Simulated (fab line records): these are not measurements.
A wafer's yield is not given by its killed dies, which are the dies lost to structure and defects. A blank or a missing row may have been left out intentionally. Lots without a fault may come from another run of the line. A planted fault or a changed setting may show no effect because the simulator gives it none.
Comparing a struck lot with a sound one | flow n5-finfet | 37 out of 1938 route steps
Sound: wafers L718.2, L718.4, L718.6. Struck: wafer L727.5. (L727.6 of the same lot was not struck and is left out.) The cause comes at the end.
Each step with rows lists, per side, the tool, then ch with its chambers, then its first start. Under that, the readings that differ: sound wafers | struck wafers | difference of the means | sigmas: that difference in standard deviations of wafers without a fault.
alike: words and numbers the same on both sides, and readings whose means are apart by under 2 such deviations; not compared: readings that were withheld, readings missing a value for some wafer, numbers with overlapping values and no deviation given by the record, and bounds like >300 which may hide the same value.
The two part at a step that has a row with sigmas, a row that says differs or no value, or rows on one side only. Numbers that have no deviation but don't overlap get no sigmas and don't part them. Lack of a reading on every wafer of one side parts them only where that side has two or more wafers.

first, 11 steps without rows for these wafers: N5_BEOL_M12_TRENCH_ETCH_34 (etches SiOC in C4F8/O2/Ar, target depth 318.95 nm, time 125.5 s); N5_BEOL_M12_STRIP_70 (strips in C4F8/O2/Ar); N5_BEOL_M12_STRIP_37 (strips in N2/H2); N5_BEOL_M12_ETCH_38 (etches SiCN in CF4/N2, target depth 68.7 nm, time 73.4 s); N5_BEOL_M12_PRECLEAN_39 (cleans in residue remover, time 60 s); N5_BEOL_M12_SRD_40 (time 30 s, dry time 30 s); N5_BEOL_M12_DEGAS_41 (time 60 s); N5_BEOL_M12_PRE_CLEAN_42 (time 30 s); N5_BEOL_M12_SPUTTER_43 (material TaN, target thk 15 nm, time 24.19 s); N5_BEOL_M12_SPUTTER_44 (material Ta, target thk 10 nm, time 16.13 s); N5_BEOL_M12_SPUTTER_45 (material Cu, target thk 80 nm, time 13.33 s).
N5_BEOL_M12_ECD_47: material Cu, target thk 720 nm.
  sound on ecd-cu-02 ch 0,1, day 10 21:47; struck on ecd-cu-02 ch 0, day 17 12:41
  reading                                 | sound             | struck | difference | sigmas
  model.Cu_of_BEOL_M12_ECD_47.thk-nm (nm) | 715.2 711.4 714.2 | 225    | -489       |
then, 1 step without rows for these wafers: N5_BEOL_M12_ANNEAL_48 (time 90 s).
N5_BEOL_M12_CMP_49: polishes, stops on SiOC, t overpolish 20.6 s, target thk 320 nm.
  sound on cmp-04 ch 1,2,3, day 10 22:19; struck on cmp-04 ch 0, day 17 13:11
  reading                                 | sound           | struck | difference | sigmas
  model.Cu_of_BEOL_M12_ECD_47.thk-nm (nm) | 327.2 320.8 325 | 225    | -99        |
  alike: edge-zone-pressure-frac, motor-current-A, platen-rpm
N5_BEOL_M12_THK_MEAS_50: measures by xrf.
  sound on film-metro-01 at day 10 22:37; struck on film-metro-01 at day 17 13:20
  reading      | sound       | struck | difference | sigmas
  M12_THK (nm) | 328 322 325 | 225    | -100       | -22
then, 2 steps without rows for these wafers: N5_BEOL_M12_PRE_CLEAN_52 (time 15 s); N5_BEOL_M12_DEP_53 (deposits SiCN from 3MS/NH3, target thk 30 nm, time 10.5 s).
N5_BEOL_M12_RS_MEAS_54: the measuring method here is four-point-probe.
  sound on film-metro-02 at day 10 22:46; struck on film-metro-01 at day 17 13:28
  reading         | sound                | struck | difference | sigmas
  M12_RS (ohm/sq) | 0.0585 0.0599 0.0589 | 0.0867 | +0.0276    | +32
then, 17 steps without rows for these wafers: N5_BEOL_M13_ILD_DEP_00 (deposits SiOC from DEMS/O2, target thk 837.92 nm, time 166.4 s); N5_BEOL_M13_COAT_58 (time 60 s, resist thk 89 nm); N5_BEOL_M13_COAT_04 (resist thk 400 nm); N5_BEOL_M13_EBR_06; N5_BEOL_M13_SOFTBAKE_05 (time 60 s); N5_BEOL_M13_EXPOSE_07 (exposes mask V12); N5_BEOL_M13_PEB_08 (peb time 90 s); N5_BEOL_M13_DEVELOP_09 (develop time 45 s); N5_BEOL_M13_HARDBAKE_14 (time 120 s); N5_BEOL_M13_DESCUM_15 (chemistry O2, time 7.9 s); N5_BEOL_M13_ETCH_59 (etches BARC in N2/H2, target depth 89 nm, overetch 26.7 nm, time 67.9 s); N5_BEOL_M13_VIA_ETCH_16 (etches SiOC in C4F8/O2/Ar, target depth 921.7 nm); N5_BEOL_M13_STRIP_63 (strips in N2/H2); N5_BEOL_M13_STRIP_64 (strips in N2/H2); N5_BEOL_M13_STRIP_71 (strips in post etch residue remover, time 60 s); N5_BEOL_M13_SRD_72 (time 30 s, dry time 30 s); N5_BEOL_M13_COAT_65 (time 60 s, resist thk 350 nm).
N5_BEOL_M15_RC_MEAS_101:
  sound on prober-02 ch 0, day 11 13:08; struck on prober-02 ch 0, day 18 20:25
  reading                    | sound             | struck | difference | sigmas
  SERP_M12 (ohm/um)          | 0.632 0.664 0.623 | 0.908  | +0.268     | +16
  SERP_M12_max_site (ohm/um) | 0.647 0.672 0.630 | 0.935  | +0.285     | +15
  SERP_M5 (ohm/um)           | 36.4 37.5 36.1    | 40.1   | +3.4       | +2
  alike: COMB_M10, COMB_M11, COMB_M13, COMB_M14, COMB_M15, COMB_M5, COMB_M6, COMB_M7, COMB_M8, COMB_M9, SERP_M10, SERP_M11, SERP_M11_max_site, SERP_M13, SERP_M14, SERP_M6, SERP_M7, SERP_M8, SERP_M8_max_site, SERP_M9
N5_PASSIVATION_PROBE_49:
  sound on prober-01 at day 12 02:04; struck on prober-01 at day 19 10:28
  reading              | sound    | struck | difference | sigmas
  killed_at_M0_to_M3   | 44 23 19 | 49     | +20        | +2
  killed_at_M4_up      | 5 10 6   | 17     | +10        | +2
  killed-at-other      | 9 9 9    | 2      | -7         | -2
  sort_bin_8_speed (%) | 0 0 0    | 0.08   | +0.08      | +2
  alike: defect-limited-yield, killed-at-contacts, killed-at-front-end, killed-dies, killed-open, killed-short, sort_bin_5_function, sort_bin_6_memory, sort-n-pass

WHERE THEY PART
At N5_BEOL_M12_THK_MEAS_50 first; at N5_PASSIVATION_PROBE_49 last (within this record only).

WHY: the cause the simulator had injected
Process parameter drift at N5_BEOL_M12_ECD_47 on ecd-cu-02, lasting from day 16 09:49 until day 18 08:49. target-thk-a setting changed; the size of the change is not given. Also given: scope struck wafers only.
